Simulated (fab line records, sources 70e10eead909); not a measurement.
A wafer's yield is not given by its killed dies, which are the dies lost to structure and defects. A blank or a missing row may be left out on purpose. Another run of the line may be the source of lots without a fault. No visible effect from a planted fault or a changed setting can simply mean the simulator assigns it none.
Code-filled problem report in 8D (eight disciplines) form + flow nand-harc + the parts of the form that need people (team, actions taken, sign-off) are left out

1. PROBLEM STATEMENT
thk-nm at NHARC_A_ONON_D2_THK_MEAS_08 reads a mean of 1147 nm on 4 wafers of 2 lots; wafers without a fault read 1006 nm with a standard deviation of 8.5. Relative to the usual mean, that is a shift of +17 standard deviations.
The step: measures by ellipsometry.
Earliest sighting: wafer L117.2 on film-metro-01 at day 16 15:43. The record holds 40 wafers of 14 lots with a number at this step. The rule behind "out" and "out of limits": a value lying over 4 standard deviations away from the usual mean. The rest of the wafers with a number are treated as sound.

2. WHAT IT IS, WHAT IT ISN'T
| question                    | is                     | is not                                                                                                   |
|-----------------------------|------------------------|----------------------------------------------------------------------------------------------------------|
| which readings at this step | thk-nm                 | -                                                                                                        |
| which lots                  | L117, L120             | L108, L110, L111, L112, L114, L125, L126, L127, L128, L129, L130, L131                                   |
| which wafers of those lots  | all that have a number | -                                                                                                        |
| read on which gauges        | film-metro-01          | film-metro-02                                                                                            |
| when                        | from day 16 15:43      | up to then (15 sound wafers); but 21 sound wafers of L125, L126, L127, L128, L129, L130, L131 came after |

3. WHAT RULES OUT EACH SUSPECT
Counting: a tool stays on the suspect list if, at a process step up to the reading, it processed all lots that are out and no sound lot following the first of them.
- the gauge at NHARC_A_ONON_D2_THK_MEAS_08: kept. All the wafers that are out were read on film-metro-01, and no step on other tools shows them out.
- pecvd-onon-04 at NHARC_A_ONON_D2_DEP_06 (target thk 1000 nm): ruled out as a lasting fault. After its first lot that is out, L117 (day 16 15:15), sound lots L126, L130 ran on it.
Left after counting: film-metro-01 at NHARC_A_ONON_D2_THK_MEAS_08.

4. THE CAUSE (what the simulator had put in)
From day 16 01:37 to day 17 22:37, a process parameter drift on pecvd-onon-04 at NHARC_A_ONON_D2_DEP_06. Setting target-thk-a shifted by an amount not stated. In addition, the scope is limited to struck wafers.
The count ruled it out by mistake, since the rule takes a fault to strike every lot its tool runs from the start of the fault on, and this one did not do so.

5. SEQUENCE OF EFFECTS, ordered by route
One row per reading whose mean, taken over the struck wafers that have a number, lies over 3 standard deviations from the usual. Only readings for which the record gives a usual standard deviation are gone through. hours: the time from each lot's start at the first step in this table that gives one to its start at this step, as a median over the lots. sigmas: the change in usual standard deviations.
| hours | step                        | reading | usual   | on struck wafers | change | sigmas |
|-------|-----------------------------|---------|---------|------------------|--------|--------|
| 0     | NHARC_A_ONON_D2_THK_MEAS_08 | thk-nm  | 1006 nm | 1147             | +141   | +17    |
Later measuring or inspecting steps at which every struck wafer that the step has a row for has a number for every such reading, and none has moved that far: NHARC_END_SORT_01.

6. HOW IT WOULD HAVE BEEN CAUGHT EARLIER
In this record the first reading out of limits at a measuring or inspecting step was taken at day 16 15:43, 14 hours after the fault began at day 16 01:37.
